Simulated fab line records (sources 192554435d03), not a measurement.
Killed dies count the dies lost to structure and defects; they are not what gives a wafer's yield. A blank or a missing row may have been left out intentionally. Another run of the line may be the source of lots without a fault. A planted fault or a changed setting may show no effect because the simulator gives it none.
Matching of chambers ; flow n5-finfet ; cmp-01 running N5_BEOL_M14_CMP_49: 4 sister chambers
The step polishes, stops on SiO2, t overpolish 5.2 s, target thk 560 nm. 4 wafers are shown with their chamber, then 8 later ones without.

WAFERS WITH THEIR CHAMBER
wafer;chamber;motor-current-A (A)
L091.1;0;8.4
L091.3;2;9.6
L091.6;1;8.7
L092.1;3;10.4

WAFERS WHOSE CHAMBER IS MISSING
wafer;motor-current-A (A)
L092.2;8.8
L092.5;8.7
L095.4;9.5
L095.5;8.7
L095.6;8.3
L096.1;10.0
L096.3;8.5
L096.5;10.0

CHAMBER TAKEN BY EACH
wafer;from the rows above;in truth
L092.2;can't be placed: 1 or 0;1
L092.5;can't be placed: 1 or 0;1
L095.4;2;2
L095.5;can't be placed: 1 or 0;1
L095.6;can't be placed: 0 or 1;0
L096.1;can't be placed: 2 or 3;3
L096.3;can't be placed: 0 or 1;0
L096.5;can't be placed: 2 or 3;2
Correct placement for 1 of the 8. Can't be placed from these rows: 7 (the true chamber is among the candidates in 7). 0 placed wrongly.
How it was worked out, from the rows above alone: a wafer's distance from a chamber is the root of the sum, over the readings, of the square of ((its reading less the chamber's mean) divided by the reading's scatter). The wafer belongs to the nearest chamber; if the next one is less than 2 further off, it can't be placed. The mean given for a chamber averages the wafers shown for that chamber. The scatter: root of mean squared gap, hidden wafer to nearest shown wafer, with one shown wafer a chamber.
